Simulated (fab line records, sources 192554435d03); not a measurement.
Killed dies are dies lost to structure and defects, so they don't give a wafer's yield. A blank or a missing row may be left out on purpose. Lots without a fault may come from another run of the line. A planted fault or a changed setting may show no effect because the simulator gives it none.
One fault seen from 2 desks | flow n5_finfet | each desk has only its own numbers; what lay behind them comes last

THE TOOL OWNER'S DESK: ald_sin-02
The tool's own readings at N5_FIN_SAQP_SPACER1_ALD_24 (deposits SiO2, target thk 20.3 nm, pulse time 1 s, purge time 2 s): means of the sampled wafers that have a number, for each lot that ran on this tool. A lot is out of limits, marked OUT, if its mean lies more than 4 standard deviations from the usual mean; the brackets give that distance.
Columns: A = heater_power_w at N5_FIN_SAQP_SPACER1_ALD_24, usual 488 W; B = precursor_pulse_height_rel at N5_FIN_SAQP_SPACER1_ALD_24, usual 1.002
lot  | first seen here | A   | B
L212 | day 2 12:07     | 503 | 1.001
L220 | day 4 12:58     | 518 | 1.006
L229 | day 6 17:47     | 486 | 0.994
L230 | day 7 01:56     | 488 | 0.998
L232 | day 7 10:55     | 460 | 1.007
L233 | day 8 07:57     | 483 | 1.024
This desk's finding: nothing out of limits on any of the 6 lots.

THE METROLOGY DESK
What the gauges read, lot by lot, whatever tool the lot ran on: means of the sampled wafers that have a number. A lot is out of limits, marked OUT, if its mean lies more than 4 standard deviations from the usual mean; the brackets give that distance. Of its 11 readings 7 are shown: the one that was out of limits first, and those that lie furthest out on some lot.
Columns: A = cd_nm at N5_FIN_SAQP_CD_MEAS_27, usual 20.29 nm; B = DIBL_P at N5_BEOL_M4_RC_MEAS_101, usual 36.4 mV/V; C = IOFF_P at N5_BEOL_M4_RC_MEAS_101, usual 0.21 nA/um; D = ION_N at N5_BEOL_M4_RC_MEAS_101, usual 679 uA/um; E = ION_P at N5_BEOL_M4_RC_MEAS_101, usual 465 uA/um; F = SS_P at N5_BEOL_M4_RC_MEAS_101, usual 73.2 mV/dec; G = VT_P at N5_BEOL_M4_RC_MEAS_101, usual -250 mV
lot  | first seen here | A               | B    | C    | D   | E   | F    | G
L210 | day 2 02:53     | 20.21           | 39.2 | 0.22 | 682 | 463 | 74.0 | -252
L212 | day 2 13:02     | 20.23           | 32.7 | 0.15 | 668 | 456 | 72.1 | -255
L220 | day 4 13:56     | 24.65 (+19) OUT | 36.2 | 0.26 | 690 | 472 | 72.7 | -246
L226 | day 6 00:03     | 20.30           | 36.4 | 0.24 | 679 | 469 | 73.3 | -246
L228 | day 6 13:54     | 20.38           | 37.7 | 0.20 | 669 | 452 | 73.1 | -253
L229 | day 6 18:41     | 20.52           | 34.7 | 0.20 | 654 | 459 | 72.5 | -248
L230 | day 7 02:52     | 20.42           | 34.4 | 0.21 | 676 | 469 | 73.2 | -250
L232 | day 7 11:49     | 20.50           | 36.8 | 0.21 | 669 | 458 | 73.2 | -248
L233 | day 8 08:52     | 20.12           | 36.2 | 0.21 | 685 | 465 | 74.0 | -250
This desk's finding: out of limits on L220; first on L220, day 4 13:56 (cd_nm at N5_FIN_SAQP_CD_MEAS_27). In limits: L210, L212, L226, L228, L229, L230, L232, L233.

PUT TOGETHER
The metrology desk could have raised an alarm at day 4 13:56, on L220.
The tool owner's desk saw nothing out of limits.
The tool owner's desk has L220 on record, within its limits.
Of the lots named, all ran N5_FIN_SAQP_SPACER1_ALD_24 on ald_sin-02.

WHAT THE SIMULATOR HAD PUT IN
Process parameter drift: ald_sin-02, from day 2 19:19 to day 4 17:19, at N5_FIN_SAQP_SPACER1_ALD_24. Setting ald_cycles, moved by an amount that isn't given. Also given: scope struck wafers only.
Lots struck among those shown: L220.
Hours from the fault's start to each desk's first reading out of limits: the metrology desk, 43.
